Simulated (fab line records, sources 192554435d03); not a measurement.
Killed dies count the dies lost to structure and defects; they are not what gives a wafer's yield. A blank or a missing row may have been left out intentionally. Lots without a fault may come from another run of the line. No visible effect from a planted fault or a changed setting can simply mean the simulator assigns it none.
Matching of chambers -- flow n5 finfet -- 4 sister chambers for N5_BEOL_M12_ETCH_59 on rie diel-06
The step etches BARC in N2/H2, target depth 89 nm, overetch 26.7 nm, time 67.9 s. 8 wafers are shown with their chamber, then 8 later ones without.

== WAFERS WITH THEIR CHAMBER ==
wafer,chamber,drypump motor current A (A),showerhead plenum p Torr (Torr)
L080.3,0,5.8,2.70
L080.5,3,6.0,2.66
L085.3,3,6.0,2.65
L085.4,0,5.8,2.69
L086.3,2,5.0,2.48
L086.4,1,5.8,2.43
L086.6,2,4.9,2.48
L090.3,1,5.8,2.42

== WAFERS WITHOUT THEIR CHAMBER ==
wafer,drypump motor current A (A),showerhead plenum p Torr (Torr)
L090.4,5.8,2.69
L090.6,6.0,2.65
L092.4,5.8,2.68
L092.5,5.9,2.68
L092.6,6.0,2.64
L094.2,5.0,2.48
L094.3,5.8,2.68
L094.6,5.8,2.42

== THE CHAMBER EACH PASSED THROUGH ==
wafer,from the rows above,in truth
L090.4,0,0
L090.6,3,3
L092.4,0,0
L092.5,can't be placed: 0 or 3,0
L092.6,3,3
L094.2,2,2
L094.3,0,0
L094.6,1,1
Placed correctly: 7 of 8. These rows do not allow placing 1 (true chamber among the candidates in 1). Wrongly placed: 0.
How it was worked out, from the rows above alone: a wafer's distance from a chamber is the root of the sum, over the readings, of the square of ((its reading less the chamber's mean) divided by the reading's scatter). The wafer belongs to the nearest chamber; if the next one is less than 2 further off, it can't be placed. For every chamber, the mean is computed from those of its wafers that are shown. The scatter: take each reading less its chamber's mean, square it, sum over the shown wafers, divide by the number of wafers less the number of chambers, and take the root.
